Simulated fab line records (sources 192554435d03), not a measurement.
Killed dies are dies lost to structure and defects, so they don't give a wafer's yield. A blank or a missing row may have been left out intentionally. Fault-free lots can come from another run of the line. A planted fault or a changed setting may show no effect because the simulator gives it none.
Matching of chambers -- flow n5-finfet -- N5_BEOL_M1_ALD_84 on ald-metal-03: 4 sister chambers
The step deposits TaN, pulse time 2 s, purge time 3 s, co reactant purge time 2 s. 24 wafers are shown with their chamber, then 12 later ones without.

## EACH WAFER AND ITS CHAMBER
wafer,chamber,heater-power-w (W),mfc-carrier-sccm (sccm)
L076.1,3,471,1508
L076.2,2,417,1500
L076.6,3,463,1510
L078.1,3,460,1495
L078.3,1,391,1507
L078.4,2,430,1500
L077.1,2,424,1501
L077.2,3,459,1499
L077.6,0,489,1500
L084.1,3,458,1500
L084.5,2,424,1499
L084.6,0,505,1500
L085.1,3,460,1498
L085.3,2,430,1504
L085.6,0,503,1494
L087.2,1,393,1503
L087.5,1,393,1506
L087.6,0,505,1514
L086.1,0,495,1500
L086.3,2,424,1498
L086.5,1,383,1509
L089.1,3,457,1495
L089.3,1,391,1497
L089.6,3,461,1500

SIGNATURES (averages over the wafers above)
reading,chamber 0,chamber 1,chamber 2,chamber 3,scatter within a chamber
heater-power-w,499.40,390.20,424.83,461.12,5.12
mfc-carrier-sccm,1501.60,1504.40,1500.33,1500.62,5.21
Rule: a wafer's distance from a chamber is the root of the sum, over the readings, of the square of ((its reading less the chamber's mean) divided by the reading's scatter). If the next closest chamber is less than 2 further off than the closest, the wafer can't be placed; otherwise it belongs to the closest. The scatter: take each reading less its chamber's mean, square it, sum over the shown wafers, divide by the number of wafers less the number of chambers, and take the root.

## WAFERS WITH NO CHAMBER GIVEN
wafer,heater-power-w (W),mfc-carrier-sccm (sccm)
L091.1,460,1508
L091.4,424,1495
L091.6,434,1505
L088.3,394,1501
L088.5,390,1496
L088.6,490,1502
L090.1,426,1498
L090.3,466,1495
L090.5,461,1494
L096.1,391,1495
L096.3,416,1500
L096.4,468,1503

## THE CHAMBER EACH PASSED THROUGH
wafer,from the rows above,in truth
L091.1,3,3
L091.4,2,2
L091.6,2,2
L088.3,1,1
L088.5,1,1
L088.6,0,0
L090.1,2,2
L090.3,3,3
L090.5,3,3
L096.1,1,1
L096.3,2,2
L096.4,3,3
Placed correctly: 12 of 12. Not placeable from these rows: 0. Number placed wrongly: 0.
